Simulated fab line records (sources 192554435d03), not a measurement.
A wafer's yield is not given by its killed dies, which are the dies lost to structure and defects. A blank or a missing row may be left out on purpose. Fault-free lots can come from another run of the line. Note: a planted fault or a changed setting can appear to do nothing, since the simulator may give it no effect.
Split-lot study | flow n5 finfet | 39 wafers read across 7 lots, on a route 1938 steps long

THE SPLIT ITSELF
At N5_BEOL_M11_TRENCH_ETCH_37 (etches SiCOH lowk in C4F6/O2, target depth 148.83 nm, time 48 s), the setting target depth a was moved away from the recipe's 1488.3 angstrom on 12 of the 39 wafers read, by -37.2% to +31.8%. For the rest of the wafers, this setting stayed at what the recipe calls for.

FROM THE SPLIT TO THE READING: what the file shows between them, 11 steps
- N5_BEOL_M11_ETCH_41: etches SiCN in CH3F/O2, target depth 42.6 nm, time 86 s
- N5_BEOL_M11_STRIP_77: strips in N2/H2, time 10 s
- N5_BEOL_M11_OCD_MEAS_38
- N5_BEOL_M11_HM_STRIP_39: strips TiN in peroxide tin strip, target depth 25 nm, time 158 s
- N5_BEOL_M11_SRD_40: time 30 s
- N5_BEOL_M11_ECD_50: material Cu, target thk 318 nm
- N5_BEOL_M11_ANNEAL_51: time 90 s
- N5_BEOL_M11_CMP_52: polishes, stops on SiCOH lowk, t overpolish 7 s, target thk 140 nm
- N5_BEOL_M11_THK_MEAS_53: measures by xrf
- N5_BEOL_M11_PRE_CLEAN_55: time 15 s
- N5_BEOL_M11_DEP_56: deposits SiCN from 3MS/NH3, target thk 30 nm, time 10.5 s

THE READING
Measured at N5_BEOL_M11_RS_MEAS_57 by four-point probe: M11_RS, in ohm/sq. Typical for fault-free wafers on this fab line: 0.150 ohm/sq, with standard deviation 0.0039 ohm/sq.

wafer  | tool, chamber at the split | target depth a as run, angstrom | against the recipe | M11_RS, ohm/sq | against lot-mates on the recipe
L078.1 | rie diel-05, 0             | 1961                            | +31.8%             | 0.110          | -0.044
L078.2 | rie diel-05, 1             | 1961                            | +31.8%             | 0.116          | -0.038
L078.3 | rie diel-05, 3             | 1961                            | +31.8%             | 0.107          | -0.047
L078.4 | rie diel-05, 3             | 1488.3                          | recipe             | 0.150          | -
L078.5 | rie diel-05, 1             | 1488.3                          | recipe             | 0.159          | -
L078.6 | rie diel-05, 0             | 1488.3                          | recipe             | 0.154          | -
L079.4 | rie diel-03, 1             | 1488.3                          | recipe             | 0.152          | -
L079.5 | rie diel-03, 3             | 1488.3                          | recipe             | 0.146          | -
L079.6 | rie diel-03, 2             | 1488.3                          | recipe             | 0.155          | -
L081.1 | rie diel-04, 0             | 934.9                           | -37.2%             | 0.266          | +0.115
L081.2 | rie diel-04, 1             | 934.9                           | -37.2%             | 0.280          | +0.129
L081.3 | rie diel-04, 2             | 1488.3                          | recipe             | 0.149          | -
L081.4 | rie diel-04, 3             | 934.9                           | -37.2%             | 0.270          | +0.119
L081.5 | rie diel-04, 3             | 1488.3                          | recipe             | 0.152          | -
L081.6 | rie diel-04, 2             | 1488.3                          | recipe             | 0.152          | -
L084.1 | rie diel-03, 2             | 1488.3                          | recipe             | 0.151          | -
L084.2 | rie diel-03, 1             | 1488.3                          | recipe             | 0.151          | -
L084.3 | rie diel-03, 3             | 1488.3                          | recipe             | 0.145          | -
L084.4 | rie diel-03, 0             | 1488.3                          | recipe             | 0.149          | -
L084.5 | rie diel-03, 2             | 1488.3                          | recipe             | 0.152          | -
L084.6 | rie diel-03, 3             | 1488.3                          | recipe             | 0.146          | -
L085.1 | rie diel-05, 0             | 1772                            | +19.1%             | 0.124          | -0.024
L085.2 | rie diel-05, 1             | 1772                            | +19.1%             | 0.126          | -0.022
L085.3 | rie diel-05, 2             | 1488.3                          | recipe             | 0.147          | -
L085.4 | rie diel-05, 3             | 1488.3                          | recipe             | 0.148          | -
L085.5 | rie diel-05, 3             | 1488.3                          | recipe             | 0.150          | -
L085.6 | rie diel-05, 0             | 1772                            | +19.1%             | 0.124          | -0.024
L095.1 | rie diel-05, 1             | 1488.3                          | recipe             | 0.156          | -
L095.2 | rie diel-05, 2             | 1488.3                          | recipe             | 0.150          | -
L095.3 | rie diel-05, 3             | 1488.3                          | recipe             | 0.151          | -
L095.4 | rie diel-05, 0             | 1488.3                          | recipe             | 0.156          | -
L095.5 | rie diel-05, 1             | 1488.3                          | recipe             | 0.154          | -
L095.6 | rie diel-05, 0             | 1488.3                          | recipe             | 0.155          | -
L097.1 | rie diel-04, 2             | 951.5                           | -36.1%             | 0.252          | +0.103
L097.2 | rie diel-04, 0             | 1488.3                          | recipe             | 0.143          | -
L097.3 | rie diel-04, 3             | 1488.3                          | recipe             | 0.152          | -
L097.4 | rie diel-04, 3             | 1488.3                          | recipe             | 0.151          | -
L097.5 | rie diel-04, 2             | 951.5                           | -36.1%             | 0.249          | +0.100
L097.6 | rie diel-04, 0             | 951.5                           | -36.1%             | 0.246          | +0.097

FIT RESULTS
A straight line over all 39 wafers: M11_RS changes by -0.00238 ohm/sq for each +1% of target depth a; r = -0.95; the points scatter about the line by 0.014 ohm/sq.
The same after taking each lot's own level away (the mean of its wafers on the recipe; 39 wafers): -0.00241 ohm/sq for each +1%; r = -0.96; scatter 0.013 ohm/sq.
On that fit, the largest move of target depth a shifts the reading by 0.09 ohm/sq.
Measured against the standard deviation above, the lots' own levels, which go from 0.1483 to 0.1543 ohm/sq, span 1.5 times it.
Consequently the slope shifts little with the lot-to-lot level, the two slopes agreeing.
Check: +0.0947 ohm/sq against its lot-mates is what the line predicts for one of the wafers moved furthest among these (-37.2%) when that wafer is left out of the fit. Against them it came out at +0.115 ohm/sq.

THE WHOLE CHAIN: every reading that the file lists as answering this split, in the file's order
step                       | what it does                                                       | reading                                                                           | change (the file's fit)                | r (the file's)
N5_BEOL_M11_TRENCH_ETCH_37 | etches SiCOH lowk in C4F6/O2, target depth 148.83 nm, time 48 s    | BEOL_M11.feature depth nm (the simulator's own value, which no gauge read)        | +1.46 nm for each +1% of the setting   | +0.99
N5_BEOL_M11_TRENCH_ETCH_37 | etches SiCOH lowk in C4F6/O2, target depth 148.83 nm, time 48 s    | etch.depth nm (the simulator's own value, which no gauge read)                    | +1.46 nm for each +1% of the setting   | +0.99
N5_BEOL_M11_TRENCH_ETCH_37 | etches SiCOH lowk in C4F6/O2, target depth 148.83 nm, time 48 s    | TiN_of_BEOL_M11_HM_DEP_02.thk nm (the simulator's own value, which no gauge read) | -0.0367 nm for each +1% of the setting | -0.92
N5_BEOL_M11_OCD_MEAS_38    |                                                                    | trench depth nm                                                                   | +1.46 nm for each +1% of the setting   | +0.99
N5_BEOL_M11_CMP_52         | polishes, stops on SiCOH lowk, t overpolish 7 s, target thk 140 nm | Cu_of_BEOL_M11_ECD_50.thk nm (the simulator's own value, which no gauge read)     | +1.47 nm for each +1% of the setting   | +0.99
N5_BEOL_M11_THK_MEAS_53    | measures by xrf                                                    | M11_THK                                                                           | +1.43 for each +1% of the setting      | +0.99
N5_BEOL_M11_RS_MEAS_57     | measures by four-point-probe                                       | M11_RS                                                                            | -0.00245 for each +1% of the setting   | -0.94

THE FILE'S OWN FIT
M11_RS changes by -0.00245 ohm/sq for each +1% of target depth a, r = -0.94.
